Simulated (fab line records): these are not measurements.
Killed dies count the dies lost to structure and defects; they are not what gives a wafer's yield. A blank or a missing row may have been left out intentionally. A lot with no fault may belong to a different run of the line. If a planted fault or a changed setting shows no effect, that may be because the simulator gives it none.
Which tool is to blame? :: flow nand harc :: 6 lots, 18 wafers sampled, at 5 steps of a route of 1159

## WHAT THE GAUGES SHOWED, per wafer
NHARC_END_SORT_01.
lot: L228
measured: day 21 21:18
on: prober-02
killed at array: 668 676 675

lot: L235
measured: day 23 15:56
on: prober-01
killed at array: 20 16 21

lot: L239
measured: day 25 03:20
on: prober-02
killed at array: 22 16 25

lot: L241
measured: day 25 11:56
on: prober-02
killed at array: 34 27 30

## EACH LOT AND THE TOOL THAT RAN IT (in order: tool; ch and the chambers of the sampled wafers; start)
lot: L218
NHARC_A_STAIRCASE_TRIM_191: rie diel-13 ch 1,2,3, day 10 23:36 or earlier
NHARC_A_STAIRCASE_TRIM_196: rie diel-11 ch 0,3, day 10 23:36
NHARC_A_STAIRCASE_ETCH_201: rie diel-11 ch 0,1, day 11 00:51 or earlier
NHARC_A_STAIRCASE_ETCH_203: rie diel-11 ch 0,1, day 11 00:51

lot: L222
NHARC_A_STAIRCASE_TRIM_191: rie diel-10 ch 1,3, day 11 23:40 or earlier
NHARC_A_STAIRCASE_TRIM_196: rie diel-10 ch 2,3, day 11 23:40
NHARC_A_STAIRCASE_ETCH_201: rie diel-10 ch 0,2,3, day 12 00:38 or earlier
NHARC_A_STAIRCASE_ETCH_203: rie diel-10 ch 0,2, day 12 00:38

lot: L228
NHARC_A_STAIRCASE_TRIM_191: rie diel-13 ch 0,1,2, day 13 10:16 or earlier
NHARC_A_STAIRCASE_TRIM_196: rie diel-10 ch 0,2,3, day 13 10:16
NHARC_A_STAIRCASE_ETCH_201: rie diel-10 ch 0,1,3, day 13 12:43 or earlier
NHARC_A_STAIRCASE_ETCH_203: rie diel-10 ch 1,2,3, day 13 12:43

lot: L235
NHARC_A_STAIRCASE_TRIM_191: rie diel-13 ch 0,2,3, day 15 09:37 or earlier
NHARC_A_STAIRCASE_TRIM_196: rie diel-13 ch 0,1, day 15 09:37
NHARC_A_STAIRCASE_ETCH_201: rie diel-13 ch 1,2, day 15 12:04 or earlier
NHARC_A_STAIRCASE_ETCH_203: rie diel-13 ch 0,1,2, day 15 12:04

lot: L239
NHARC_A_STAIRCASE_TRIM_191: rie diel-13 ch 0,1,3, day 16 21:38 or earlier
NHARC_A_STAIRCASE_TRIM_196: rie diel-11 ch 1,2,3, day 16 21:38
NHARC_A_STAIRCASE_ETCH_201: rie diel-11 ch 1,2,3, day 16 22:35 or earlier
NHARC_A_STAIRCASE_ETCH_203: rie diel-11 ch 0,2,3, day 16 22:35

lot: L241
NHARC_A_STAIRCASE_TRIM_191: rie diel-10 ch 2,3, day 17 09:40 or earlier
NHARC_A_STAIRCASE_TRIM_196: rie diel-10 ch 0,1,3, day 17 09:40
NHARC_A_STAIRCASE_ETCH_201: rie diel-10 ch 1,2,3, day 17 10:35 or earlier
NHARC_A_STAIRCASE_ETCH_203: rie diel-10 ch 1,2,3, day 17 10:35
- NHARC_A_STAIRCASE_TRIM_191: chemistry O2, time 211.2 s.
- NHARC_A_STAIRCASE_TRIM_196: chemistry O2, time 211.2 s.
- NHARC_A_STAIRCASE_ETCH_201: etches the open film in C4F8/O2, target depth 100 nm, time 40.5 s.
- NHARC_A_STAIRCASE_ETCH_203: etches the open film in C4F8/O2, target depth 100 nm, time 40.5 s.

## THE ANSWER, worked out from the rows above alone
Rule: the usual values come from the lots themselves. The widest of any qualifying gaps counts: lots, ordered by their means at a reading, are off when they make up no more than a third of the lots, leave a main group of 4 or more, and stand apart from it by 3 or more times the standard deviation of that group's means. Not used: any main group whose means are identical at the precision the tables above print for the reading. Also off: a lot with no number at a reading for which 4 or more lots have one. Any other lot the step has rows for is counted as sound.
No lot is off at any reading shown: from this, nothing can be told.

## WHAT THE SIMULATOR HAD PUT IN
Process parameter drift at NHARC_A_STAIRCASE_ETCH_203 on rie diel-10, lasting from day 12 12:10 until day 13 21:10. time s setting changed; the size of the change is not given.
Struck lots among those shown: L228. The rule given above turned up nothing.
